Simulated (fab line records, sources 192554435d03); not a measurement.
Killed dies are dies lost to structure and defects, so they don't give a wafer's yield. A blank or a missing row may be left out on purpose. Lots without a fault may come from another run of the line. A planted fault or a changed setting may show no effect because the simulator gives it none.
Split-lot experiment | flow n5_finfet | 7 lots, 39 wafers read, on a route of 1938 steps

THE SPLIT
At N5_FIN_SAQP_HM_DEP_03 (deposits SiNx from SiH4/NH3/N2, target thk 38 nm, time 33.6 s), the setting time_s was moved away from the recipe's 33.6 s on 12 of the 39 wafers read, by -46.7% to +44.6%. The other wafers ran this setting at the recipe's value.

FROM THE SPLIT TO THE READING: what the file shows between them, 9 steps
- N5_FIN_SAQP_THK_MEAS_05
- N5_FIN_SAQP_PECVD_47: deposits a-Si from SiH4/He, target thk 45 nm, time 36.3 s
- N5_FIN_SAQP_PECVD_48: deposits SiNx from SiH4/NH3/N2, target thk 25 nm, time 22.1 s
- N5_FIN_SAQP_ETCH_57: etches SiNx in CH3F/O2, target depth 32.5 nm, time 46.4 s
- N5_FIN_SAQP_ETCH_65: etches SiO2 in CF4, target depth 4 nm, time 4.4 s
- N5_FIN_SAQP_MANDREL_ETCH_58: etches a-Si in HBr/Cl2, stops on SiNx, target depth 45 nm, bt time 10 s, time 27 s
- N5_FIN_SAQP_RECESS_63: chemistry HF/NH3, target SiO2, target depth 18 nm, afs cycles 3, sublimation time 60 s
- N5_FIN_SAQP_COAT_68: time 60 s, resist thk 100 nm
- N5_FIN_SAQP_MANDREL2_REMOVE_60: chemistry HBr/Cl2/O2, target a-Si, stops on SiNx, bt time 10 s

THE READING
etch.depth_nm (the simulator's own value, which no gauge read), in nm, at N5_FIN_SAQP_HM_OPEN_33 (chemistry CH3F/O2, target SiNx, target depth 49.4 nm, time 70.6 s). The file gives no usual value for it. The 27 wafers here that ran the recipe average 37.26 nm, standard deviation 0.53 nm.

wafer  | tool, chamber at the split | time_s as run, s | against the recipe | etch.depth_nm, nm | against lot-mates on the recipe
L074.1 | pecvd-02, 0                | 33.6             | recipe             | 36.39             | -
L074.5 | pecvd-02, 0                | 33.6             | recipe             | 36.97             | -
L074.6 | pecvd-02, 1                | 33.6             | recipe             | 37.24             | -
L076.1 | pecvd-04, 1                | 45.97            | +36.8%             | 49.97             | +12.90
L076.2 | pecvd-04, 0                | 45.97            | +36.8%             | 50.57             | +13.50
L076.3 | pecvd-04, 2                | 33.6             | recipe             | 37.13             | -
L076.4 | pecvd-04, 2                | 33.6             | recipe             | 37.4              | -
L076.5 | pecvd-04, 1                | 45.97            | +36.8%             | 51.02             | +13.95
L076.6 | pecvd-04, 0                | 33.6             | recipe             | 36.68             | -
L077.1 | pecvd-02, 1                | 27.31            | -18.7%             | 29.98             | -7.88
L077.2 | pecvd-02, 0                | 27.31            | -18.7%             | 29.93             | -7.93
L077.3 | pecvd-02, 0                | 33.6             | recipe             | 37.56             | -
L077.4 | pecvd-02, 1                | 33.6             | recipe             | 37.95             | -
L077.5 | pecvd-02, 1                | 27.31            | -18.7%             | 30.45             | -7.41
L077.6 | pecvd-02, 0                | 33.6             | recipe             | 38.06             | -
L078.1 | pecvd-02, 1                | 33.6             | recipe             | 36.73             | -
L078.2 | pecvd-02, 0,1              | 33.6             | recipe             | 37.19             | -
L078.3 | pecvd-02, 0,1              | 33.6             | recipe             | 37.22             | -
L078.4 | pecvd-02, 0                | 33.6             | recipe             | 37.54             | -
L078.5 | pecvd-02, 1                | 33.6             | recipe             | 37.16             | -
L078.6 | pecvd-02, 0                | 33.6             | recipe             | 37.18             | -
L093.1 | pecvd-04, 1                | 17.9             | -46.7%             | 20.01             | -18.00
L093.2 | pecvd-04, 0                | 17.9             | -46.7%             | 20.16             | -17.85
L093.3 | pecvd-04, 2                | 33.6             | recipe             | 37.6              | -
L093.4 | pecvd-04, 2                | 33.6             | recipe             | 38.46             | -
L093.5 | pecvd-04, 0                | 33.6             | recipe             | 37.96             | -
L093.6 | pecvd-04, 1                | 17.9             | -46.7%             | 20.3              | -17.71
L096.1 | pecvd-02, 2                | 33.6             | recipe             | 36.39             | -
L096.2 | pecvd-02, 0                | 33.6             | recipe             | 36.76             | -
L096.3 | pecvd-02, 1                | 33.6             | recipe             | 37.08             | -
L096.4 | pecvd-02, 0                | 33.6             | recipe             | 36.9              | -
L096.5 | pecvd-02, 1                | 33.6             | recipe             | 37.13             | -
L096.6 | pecvd-02, 2                | 33.6             | recipe             | 37.03             | -
L097.1 | pecvd-03, 1                | 48.57            | +44.6%             | 53.21             | +15.81
L097.2 | pecvd-03, 0                | 33.6             | recipe             | 37.11             | -
L097.3 | pecvd-03, 2                | 48.57            | +44.6%             | 53.55             | +16.15
L097.4 | pecvd-03, 1                | 33.6             | recipe             | 36.74             | -
L097.5 | pecvd-03, 0                | 33.6             | recipe             | 38.35             | -
L097.6 | pecvd-03, 2                | 48.57            | +44.6%             | 54.45             | +17.05
Where a row lists several chambers, the file gives one row for several wafers and doesn't say which wafer went through which chamber.

THE FIT
A straight line over all 39 wafers: etch.depth_nm changes by +0.367 nm for each +1% of time_s; r = +1.00; the points scatter about the line by 0.51 nm.
The same after taking each lot's own level away (the mean of its wafers on the recipe; 39 wafers): +0.375 nm for each +1%; r = +1.00; scatter 0.43 nm.
On that fit, the largest move of time_s shifts the reading by 18 nm.
The lots' own levels span 36.867 to 38.007 nm, that is 2.2 times the standard deviation above.
So the lot-to-lot level changes the slope little: the two slopes agree.
Check: with one of the wafers moved furthest among these (-46.7%) left out of the fit, the line predicts -17.6 nm for it against its lot-mates. It came out at -18 nm against them.

THE WHOLE CHAIN: every reading that the file lists as answering this split, in the file's order
step                        | what it does                                                                       | reading                                                                            | change (the file's fit)               | r (the file's)
N5_FIN_SAQP_HM_DEP_03       | deposits SiNx from SiH4/NH3/N2, target thk 38 nm, time 33.6 s                      | SiNx_of_FIN_SAQP_HM_DEP_03.thk_nm (the simulator's own value, which no gauge read) | +0.374 nm for each +1% of the setting | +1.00
N5_FIN_SAQP_THK_MEAS_05     |                                                                                    | thk_nm                                                                             | withheld for each +1% of the setting  | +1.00
N5_FIN_SAQP_MANDREL_ETCH_58 | etches a-Si in HBr/Cl2, stops on SiNx, target depth 45 nm, bt time 10 s, time 27 s | SiNx_of_FIN_SAQP_HM_DEP_03.thk_nm (the simulator's own value, which no gauge read) | +0.375 nm for each +1% of the setting | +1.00
N5_FIN_SAQP_HM_OPEN_33      | chemistry CH3F/O2, target SiNx, target depth 49.4 nm, time 70.6 s                  | etch_rf_on_time_s                                                                  | withheld for each +1% of the setting  | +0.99
N5_FIN_SAQP_HM_OPEN_33      | chemistry CH3F/O2, target SiNx, target depth 49.4 nm, time 70.6 s                  | etch.depth_nm (the simulator's own value, which no gauge read)                     | +0.375 nm for each +1% of the setting | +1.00

THE FILE'S OWN FIT
etch.depth_nm changes by +0.375 nm for each +1% of time_s, r = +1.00.
